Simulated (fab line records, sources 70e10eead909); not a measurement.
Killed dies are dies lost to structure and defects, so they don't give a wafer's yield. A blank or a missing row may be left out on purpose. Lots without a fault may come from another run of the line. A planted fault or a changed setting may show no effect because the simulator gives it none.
Which tool did it? | flow nand_harc | 15 lots, 45 wafers sampled, at 3 steps of a route of 1302

WHAT THE GAUGES READ, wafer by wafer
NHARC_P_M0_INSPECT_27. Usual: raw_defect_count 243, standard deviation 89.
lot  | measured     | on                | raw_defect_count | flag
L241 | day 6 14:16  | defect_inspect-01 | 121 204 215      |
L242 | day 6 15:24  | defect_inspect-02 | 156 162 298      |
L245 | day 7 22:53  | defect_inspect-02 | 209 233 278      |
L244 | day 7 23:12  | defect_inspect-02 | 347 371 223      |
L246 | day 8 11:43  | defect_inspect-02 | 166 224 100      |
L247 | day 9 03:08  | defect_inspect-01 | 188 205 147      |
L249 | day 9 16:26  | defect_inspect-02 | 164 258 203      |
L250 | day 9 23:25  | defect_inspect-02 | 418 213 210      |
L252 | day 10 23:40 | defect_inspect-02 | 131 226 339      |
L253 | day 11 00:07 | defect_inspect-01 | 231 227 191      |
L254 | day 12 02:14 | defect_inspect-01 | 237 342 409      |
L261 | day 14 14:00 | defect_inspect-01 | 442 323 394      |
L262 | day 15 05:14 | defect_inspect-01 | 269 318 438      |
L263 | day 15 09:35 | defect_inspect-01 | 188 140 103      |
L264 | day 15 14:02 | defect_inspect-01 | 280 243 259      |

WHICH TOOL RAN EACH LOT (tool, then ch and the chambers of the sampled wafers, then the start)
lot  | NHARC_P_M0_DEGAS_28          | NHARC_P_M0_ANNEAL_30
L241 | pvd_sputter-01, day 6 12:42  | rtp_anneal-02 ch 0, day 6 13:26
L242 | pvd_sputter-03, day 6 13:49  | rtp_anneal-01 ch 0, day 6 14:35
L245 | pvd_sputter-01, day 7 21:19  | rtp_anneal-01 ch 0, day 7 22:08
L244 | pvd_sputter-02, day 7 21:26  | rtp_anneal-02 ch 0, day 7 22:23
L246 | pvd_sputter-01, day 8 10:11  | rtp_anneal-01 ch 0, day 8 10:55
L247 | pvd_sputter-01, day 9 01:34  | rtp_anneal-01 ch 0, day 9 02:25
L249 | pvd_sputter-03, day 9 14:51  | rtp_anneal-01 ch 0, day 9 15:37
L250 | pvd_sputter-03, day 9 21:52  | rtp_anneal-01 ch 0, day 9 22:36
L252 | pvd_sputter-02, day 10 22:05 | rtp_anneal-01 ch 0, day 10 22:53
L253 | pvd_sputter-01, day 10 22:32 | rtp_anneal-02 ch 0, day 10 23:22
L254 | pvd_sputter-02, day 12 00:35 | rtp_anneal-01 ch 0, day 12 01:25
L261 | pvd_sputter-03, day 14 12:23 | rtp_anneal-02 ch 0, day 14 13:11
L262 | pvd_sputter-02, day 15 03:39 | rtp_anneal-01 ch 0, day 15 04:25
L263 | pvd_sputter-01, day 15 08:02 | rtp_anneal-01 ch 0, day 15 08:49
L264 | pvd_sputter-02, day 15 12:29 | rtp_anneal-01 ch 0, day 15 13:13
- NHARC_P_M0_DEGAS_28: time 60 s.
- NHARC_P_M0_ANNEAL_30: time 90 s.

WHAT THE TOOLS THEMSELVES READ (means of the sampled wafers that have a number; where no wafer has one, the mark that the record gives instead)
NHARC_P_M0_DEGAS_28. Usual: heater_power_w 325 W, standard deviation 27.
lot  | tool           | heater_power_w (W) | flag
L241 | pvd_sputter-01 | 354                |
L242 | pvd_sputter-03 | 315                |
L245 | pvd_sputter-01 | 338                |
L244 | pvd_sputter-02 | 341                |
L246 | pvd_sputter-01 | 340                |
L247 | pvd_sputter-01 | 323                |
L249 | pvd_sputter-03 | 345                |
L250 | pvd_sputter-03 | 325                |
L252 | pvd_sputter-02 | 337                |
L253 | pvd_sputter-01 | 335                |
L254 | pvd_sputter-02 | 327                |
L261 | pvd_sputter-03 | 317                |
L262 | pvd_sputter-02 | 317                |
L263 | pvd_sputter-01 | 335                |
L264 | pvd_sputter-02 | 313                |

NHARC_P_M0_ANNEAL_30. Usual: wafer_temp_C_max 226.16, standard deviation 0.25.
lot  | tool          | wafer_temp_C_max | flag
L241 | rtp_anneal-02 | 226.40           |
L242 | rtp_anneal-01 | 226.23           |
L245 | rtp_anneal-01 | 226.11           |
L244 | rtp_anneal-02 | 226.47           |
L246 | rtp_anneal-01 | 225.93           |
L247 | rtp_anneal-01 | 225.90           |
L249 | rtp_anneal-01 | 225.97           |
L250 | rtp_anneal-01 | 225.90           |
L252 | rtp_anneal-01 | 226.11           |
L253 | rtp_anneal-02 | 226.02           |
L254 | rtp_anneal-01 | 226.38           |
L261 | rtp_anneal-02 | 226.33           |
L262 | rtp_anneal-01 | 226.45           |
L263 | rtp_anneal-01 | 226.01           |
L264 | rtp_anneal-01 | 226.15           |

THE ANSWER, worked out from the rows above alone
Rule: a lot is off if the mean of its wafers that have a number lies more than 3 standard deviations from the usual mean. A lot without any number at a reading at which 4 lots or more have one is off too. The other lots that the step has rows for count as sound. The gauges are gone through in route order, then the tools' own readings, and for those a lot's mean is taken as printed above. The first step at which some lot is off is used, and at that step the reading that is off furthest; a lot without a number counts as furthest.
No lot is off at any reading shown: from this, nothing can be told.

WHAT THE SIMULATOR HAD PUT IN
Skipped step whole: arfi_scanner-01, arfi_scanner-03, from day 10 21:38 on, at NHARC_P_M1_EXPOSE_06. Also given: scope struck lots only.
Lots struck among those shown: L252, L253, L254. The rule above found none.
